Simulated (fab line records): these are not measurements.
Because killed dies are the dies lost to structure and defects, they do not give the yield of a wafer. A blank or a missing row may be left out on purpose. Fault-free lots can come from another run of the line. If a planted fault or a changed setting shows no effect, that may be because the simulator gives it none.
Struck lot and sound lot, side by side + flow n5-finfet + 38 out of 1938 route steps
Sound: wafers L270.2, L270.5, L270.6. Struck: wafers L275.1, L275.6 (left out: L275.4, a lot-mate that was not struck); the cause follows at the end.
At each step with rows: each side's tool, then ch and its chambers, then its first start. Under that, the readings that differ: sound wafers + struck wafers + difference of the means + sigmas: that difference in standard deviations of wafers without a fault.
alike: readings whose means differ by less than 2 such deviations, and words and numbers that are the same on both sides. not compared: withheld readings, readings that some wafer has no value for, bounds like >300 that may hide the same value, and numbers for which the record gives no deviation and whose values overlap.
Wherever a step has rows on one side only, a row that says differs or no value, or a row with sigmas, the two part there. Numbers that don't overlap but have no deviation are shown without sigmas and don't part them. A reading missing from all wafers of one side parts the sides only when that side holds two or more wafers.

first, 11 steps without rows for these wafers: N5_FIN_SAQP_SPACER1_ETCHBACK_25 (etches SiO2 in CHF3/O2, target depth 24.4 nm, time 12.2 s); N5_FIN_SAQP_MANDREL1_REMOVE_56 (chemistry HBr/Cl2/O2, target a-Si, stops on SiNx, bt time 10 s); N5_FIN_SAQP_ETCH_57 (etches SiNx in CH3F/O2, target depth 32.5 nm, time 46.4 s); N5_FIN_SAQP_ETCH_65 (etches SiO2 in CF4, target depth 4 nm, time 4.4 s); N5_FIN_SAQP_MANDREL_ETCH_58 (etches a-Si in HBr/Cl2, stops on SiNx, target depth 45 nm, bt time 10 s, time 27 s); N5_FIN_SAQP_RECESS_63 (chemistry HF/NH3, target SiO2, target depth 18 nm, afs cycles 3, sublimation time 60 s); N5_FIN_SAQP_COAT_68 (time 60 s, resist thk 100 nm); N5_FIN_SAQP_ETCH_69 (etches SOC in N2/H2, stops on SiNx, target depth 150 nm); N5_FIN_SAQP_ETCH_67 (etches SiNx in CH3F/O2, target depth 30 nm); N5_FIN_SAQP_STRIP_70 (strips in N2/H2); N5_FIN_SAQP_RECESS_71 (chemistry HF/NH3, target SiO2, target depth 3 nm, afs cycles 1, sublimation time 60 s).
N5_FIN_SAQP_SPACER2_ALD_28: deposits SiO2, target thk 8.1 nm, pulse time 1 s, purge time 2 s.
  sound on ald-sin-03 ch 0,3, day 5 03:15; struck on ald-sin-03 ch 2,3, day 6 07:06
| reading                                           | sound       | struck  | difference | sigmas |
|---------------------------------------------------|-------------|---------|------------|--------|
| model.SiO2_of_FIN_SAQP_SPACER2_ALD_28.thk-nm (nm) | 8.2 8.2 8.2 | 4.6 4.6 | -3.6       |        |
  alike: chamber-pressure-Torr, heater-power-w, precursor-pulse-height-rel
then, 1 step without rows for these wafers: N5_FIN_SAQP_SPACER2_ETCHBACK_29 (etches SiO2 in CHF3/O2, target depth 12.2 nm, time 6.1 s).
N5_FIN_SAQP_MANDREL2_REMOVE_60: chemistry HBr/Cl2/O2, target a-Si, stops on SiNx, bt time 10 s.
  sound on rie-si-03 ch 0,2,3, day 5 03:41; struck on rie-si-03 ch 1,3, day 6 07:31
| reading                   | sound       | struck  | difference | sigmas |
|---------------------------|-------------|---------|------------|--------|
| model.FIN_SAQP.cd-nm (nm) | 8.2 8.4 8.2 | 4.6 4.4 | -3.8       |        |
  alike: drypump-motor-current-A, oes-product-au, throttle-valve-pct
  not compared: rf-hours-counter-h
N5_FIN_SAQP_CD_MEAS_31: target cd 8 nm.
  sound on cd-sem-01 ch 0, day 5 03:48; struck on cd-sem-03 ch 0, day 6 07:37
| reading    | sound          | struck    | difference | sigmas |
|------------|----------------|-----------|------------|--------|
| cd-nm (nm) | 8.24 8.31 8.23 | 4.77 4.45 | -3.65      | -16    |
then, 3 steps without rows for these wafers: N5_FIN_SAQP_HM_OPEN_33 (chemistry CH3F/O2, target SiNx, target depth 49.4 nm, time 70.6 s); N5_FIN_SAQP_ETCH_34 (etches SiO2 in C4F6/O2, target depth 45 nm, time 15 s); N5_FIN_SAQP_STRIP_77 (strips in N2/H2, time 90 s).
N5_FIN_SAQP_HM_CD_35: target cd 8 nm.
  sound: cd-sem-01 at day 5 04:04; struck: cd-sem-02 at day 6 07:55
| reading    | sound          | struck    | difference | sigmas |
|------------|----------------|-----------|------------|--------|
| cd-nm (nm) | 8.38 8.29 8.33 | 4.18 4.51 | -3.99      | -17    |
then, 1 step without rows for these wafers: N5_FIN_SAQP_ETCH_64 (etches SiO2 in CF4, target depth 1.5 nm).
N5_FIN_SAQP_FIN_ETCH_36: etches the open film in HBr/Cl2/O2, target depth 120 nm, time 50.4 s.
  sound on rie-si-05 ch 0,1, day 5 04:08; struck on rie-si-06 ch 1,2, day 6 07:59
| reading                     | sound             | struck      | difference | sigmas |
|-----------------------------|-------------------|-------------|------------|--------|
| drypump-motor-current-A (A) | 6.4 5.2 6.4       | 5.0 5.4     | -0.8       | -2     |
| oes-product-au (a.u.)       | 1.037 1.021 1.037 | 0.961 0.999 | -0.052     | -2     |
| model.FIN_SAQP.cd-nm (nm)   | 8.2 8.2 8.2       | 4.6 4.6     | -3.6       |        |
  alike: throttle-valve-pct
  not compared: rf-hours-counter-h
N5_FIN_SAQP_CD_MEAS_37: target cd 8 nm.
  sound: cd-sem-03 at day 5 04:16; struck: cd-sem-01 at day 6 08:06
| reading    | sound          | struck    | difference | sigmas |
|------------|----------------|-----------|------------|--------|
| cd-nm (nm) | 8.06 8.87 8.49 | 4.61 4.51 | -3.91      | -14    |
then, 14 steps without rows for these wafers: N5_FIN_SAQP_PRECLEAN_38 (cleans in O3/DIW, time 45 s); N5_FIN_SAQP_PRECLEAN_45 (cleans in dHF, time 10 s); N5_FIN_SAQP_SRD_39 (time 30 s); N5_FIN_CUT_COAT_18 (time 60 s, resist thk 230 nm); N5_FIN_CUT_COAT_19 (time 60 s, resist thk 20 nm); N5_FIN_CUT_COAT_29 (time 60 s, resist thk 10 nm); N5_FIN_CUT_COAT_02 (resist thk 30 nm); N5_FIN_CUT_EBR_04; N5_FIN_CUT_SOFTBAKE_03 (time 60 s); N5_FIN_CUT_EXPOSE_05 (exposes mask FIN CUT); N5_FIN_CUT_PEB_06 (peb time 60 s); N5_FIN_CUT_DEVELOP_07 (develop time 30 s); N5_FIN_CUT_DESCUM_13 (chemistry O2, time 7 s); N5_FIN_CUT_ETCH_30 (etches underlayer in N2/H2, target depth 13 nm, time 10.4 s).
N5_STI_FIN_REVEAL_CD_MEAS_22: target cd 6.238 nm, pitch 28 nm.
  sound: cd-sem-03 at day 5 16:11; struck: cd-sem-02 at day 6 18:20
| reading    | sound          | struck    | difference | sigmas |
|------------|----------------|-----------|------------|--------|
| cd-nm (nm) | 5.76 6.08 6.49 | 2.98 2.75 | -3.25      | -11    |
-- the record jumps here: 5 days lie between the struck wafers' starts before and after (it left off in module STI_FIN_REVEAL and takes up again in module BEOL_M4, whose first step shown is number 1111 of the route) --
N5_BEOL_M4_RC_MEAS_101:
  sound on prober-01 ch 0, day 11 13:13; struck on prober-02 ch 0, day 11 20:59
| reading            | sound             | struck        | difference | sigmas |
|--------------------|-------------------|---------------|------------|--------|
| DIBL_N (mV/V)      | 36.7 36.3 34.6    | 16.8 15.1     | -19.9      | -10    |
| DIBL_P (mV/V)      | 37.0 35.2 34.0    | 8.3 6.2       | -28.1      | -12    |
| IOFF_N (nA/um)     | 0.17 0.16 0.13    | 0.01 0.01     | -0.14      | -5     |
| IOFF_N_85C (nA/um) | 3.3 3.3 2.8       | 0.3 0.2       | -2.9       | -6     |
| IOFF_N_LIN (nA/um) | 0.077 0.075 0.066 | 0.006 0.005   | -0.067     | -6     |
| IOFF_P (nA/um)     | 0.26 0.22 0.21    | 0.02 0.02     | -0.21      | -6     |
| IOFF_P_85C (nA/um) | 4.3 3.8 3.6       | 0.5 0.5       | -3.4       | -6     |
| IOFF_P_LIN (nA/um) | 0.118 0.107 0.102 | 0.019 0.018   | -0.090     | -6     |
| ION_N (uA/um)      | 680 688 669       | 508 506       | -172       | -13    |
| ION_P (uA/um)      | 473 470 465       | 382 386       | -85        | -10    |
| SS_N (mV/dec)      | 72.0 72.1 70.4    | 67.5 67.7     | -3.9       | -5     |
| SS_P (mV/dec)      | 73.4 72.8 73.2    | 66.4 66.5     | -6.7       | -10    |
| VT_N (mV)          | 249 248 251       | 298 301       | +50        | +15    |
| VT_N_LVT (mV)      | 98 97 100         | 149 149       | +51        | +15    |
| VT_P (mV)          | -245 -249 -246    | -280 -280     | -33        | -10    |
| VT_P_LVT (mV)      | -93.3 -95.8 -97.1 | -129.6 -132.4 | -35.6      | -12    |

## WHERE THEY PART
First at N5_FIN_SAQP_CD_MEAS_31; last, within this record, at N5_BEOL_M4_RC_MEAS_101.

WHY: whatever the simulator had introduced
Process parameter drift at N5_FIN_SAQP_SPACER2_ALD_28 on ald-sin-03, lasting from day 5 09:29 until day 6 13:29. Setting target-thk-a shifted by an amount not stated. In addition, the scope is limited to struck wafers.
